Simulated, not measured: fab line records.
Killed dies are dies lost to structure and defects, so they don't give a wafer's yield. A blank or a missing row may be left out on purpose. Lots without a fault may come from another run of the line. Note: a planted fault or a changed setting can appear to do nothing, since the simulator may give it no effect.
Struck lot and sound lot, side by side	flow nandHarc	14 steps out of a route of 1302
Sound: these wafers, L968.1, L968.2, L968.6. Struck: wafer L981.2. (L981.1, L981.3 of the same lot were not struck and are left out.) The cause comes at the end.
For every step that has rows: the tool of each side, followed by ch and its chambers, followed by its first start. Under that, the readings that differ: sound wafers	struck wafers	difference of the means	sigmas: that difference in standard deviations of wafers without a fault.
alike: same words and numbers on both sides, and readings whose means sit less than 2 such deviations apart. not compared: any withheld reading, any reading some wafer has no value for, any bound like >300 that may hide the same value, and any number with overlapping values for which the record gives no deviation.
Wherever a step has rows on one side only, a row that says differs or no value, or a row with sigmas, the two part there. Numbers that don't overlap but have no deviation are shown without sigmas and don't part them. A reading missing from all wafers of one side parts the sides only when that side holds two or more wafers.

first, 4 steps without rows for these wafers: NHARC_A_WL_FILL_STRIP_28 (strips in post etch residue remover, time 1200 s); NHARC_A_WL_FILL_PRECLEAN_06 (cleans in DIW, time 300 s); NHARC_A_WL_FILL_SRD_07; NHARC_A_WL_FILL_ANNEAL_08 (time 1800 s).
NHARC_A_WL_FILL_ALD_10: deposits SiO2, target thk 50 nm, pulse time 10 s, ald cycles 500.
  sound on aldHk-02 ch 1,2, day 24 03:04; struck on aldHk-02 ch 1, day 29 10:11
  alike: heaterPowerW, precursorPulseHeightRel
  not compared: sinceWetCleanH
NHARC_A_WL_FILL_ETCHBACK_16: etches the open film in C4F8/O2/Ar, target depth 120 nm, time 24 s.
  sound on rieDiel-08 ch 0,1,3; struck on rieDiel-07 ch 0
  alike: oesProductAu, rfVppV
  not compared: rfHoursCounterH
NHARC_A_WL_FILL_STRIP_29: strips in O2, time 20 s.
  sound on rieDiel-08 ch 0,3, day 24 07:47; struck on rieDiel-07 ch 3, day 29 14:55
reading	sound	struck	difference	sigmas
oesProductAu (a.u.)	1.003 1.009 1.003	0.979	-0.026	-4
  alike: drypumpMotorCurrentA, rfVppV, showerheadPlenumPTorr, throttleValvePct
  not compared: rfHoursCounterH
NHARC_A_WL_FILL_ETCHBACK_17: etches the open film in Cl2/BCl3, target depth 4 nm, time 26.7 s.
  sound on rieMetal-02 ch 0,1, day 24 07:52; struck on rieMetal-02 ch 0, day 29 15:01
reading	sound	struck	difference	sigmas
oesProductAu (a.u.)	0.991 0.994 0.993	1.009	+0.016	+2
  alike: drypumpMotorCurrentA
  not compared: rfHoursCounterH
then, 3 steps without rows for these wafers: NHARC_A_WL_FILL_PRECLEAN_18 (cleans in dHF, time 30 s); NHARC_A_WL_FILL_SRD_21; NHARC_A_WL_FILL_CVD_23 (deposits poly-Si, target thk 40 nm, time 800 s).
NHARC_A_WL_FILL_ETCHBACK_26: etches the open film in HBr, target depth 52 nm, time 13.3 s.
  sound on rieSi-02 ch 2,3, day 24 12:58; struck on rieSi-02 ch 0, day 29 19:01
reading	sound	struck	difference	sigmas
oesProductAu (a.u.)	0.974 1.002 0.998	0.822	-0.169	-24
throttleValvePct (%)	23.258 23.252 23.274	23.290	+0.029	+3
  alike: drypumpMotorCurrentA
  not compared: rfHoursCounterH
then, 1 step without rows for these wafers: NHARC_A_WL_FILL_PRECLEAN_30 (cleans in dHF, time 10 s).
NHARC_END_SORT_01:
  the record has rows for the sound wafers here (prober-01 ch 0, day 28 02:20) and none for the struck ones

== WHERE THEY PART ==
Last at NHARC_END_SORT_01 as far as this record goes, first at NHARC_A_WL_FILL_STRIP_29.

WHY: what the simulator had put in
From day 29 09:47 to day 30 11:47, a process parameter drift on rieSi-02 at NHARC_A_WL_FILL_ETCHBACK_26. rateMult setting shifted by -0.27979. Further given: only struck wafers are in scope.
